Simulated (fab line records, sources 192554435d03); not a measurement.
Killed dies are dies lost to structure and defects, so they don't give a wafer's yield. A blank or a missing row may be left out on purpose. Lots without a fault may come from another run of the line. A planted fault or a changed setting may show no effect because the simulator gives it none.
Chamber matching | flow n5_finfet | N5_BEOL_M0_ALD_136 on ald_metal-02: 4 sister chambers
The step deposits TaN, pulse time 2 s, purge time 3 s, co reactant purge time 2 s. 4 wafers are shown with their chamber, then 12 later ones without.

WAFERS WITH THEIR CHAMBER
wafer  | chamber | heater_power_w (W)
L087.5 | 2       | 485
L093.3 | 3       | 492
L093.5 | 1       | 540
L093.6 | 0       | 383

WAFERS WITHOUT THEIR CHAMBER
wafer  | heater_power_w (W)
L094.2 | 502
L094.3 | 499
L094.5 | 484
L095.1 | 379
L095.4 | 521
L095.6 | 483
L096.2 | 491
L096.4 | 532
L096.5 | 378
L091.3 | 521
L091.4 | 513
L091.5 | 373

WHICH CHAMBER EACH WENT THROUGH
wafer  | from the rows above          | in truth
L094.2 | can't be placed: 3 or 2      | 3
L094.3 | can't be placed: 3 or 2      | 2
L094.5 | can't be placed: 2 or 3      | 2
L095.1 | 0                            | 0
L095.4 | can't be placed: 1 or 3 or 2 | 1
L095.6 | can't be placed: 2 or 3      | 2
L096.2 | can't be placed: 3 or 2      | 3
L096.4 | 1                            | 1
L096.5 | 0                            | 0
L091.3 | can't be placed: 1 or 3 or 2 | 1
L091.4 | can't be placed: 3 or 1 or 2 | 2
L091.5 | 0                            | 0
Placed correctly: 4 of 12. Can't be placed from these rows: 8 (the true chamber is among the candidates in 8). Placed wrongly: 0.
How it was worked out, from the rows above alone: a wafer's distance from a chamber is the root of the sum, over the readings, of the square of ((its reading less the chamber's mean) divided by the reading's scatter). The wafer belongs to the nearest chamber; if the next one is less than 2 further off, it can't be placed. A chamber's mean is the mean of its shown wafers. The scatter: with one shown wafer a chamber, the root of the mean of the squares of how far each hidden wafer lies from its nearest shown one.
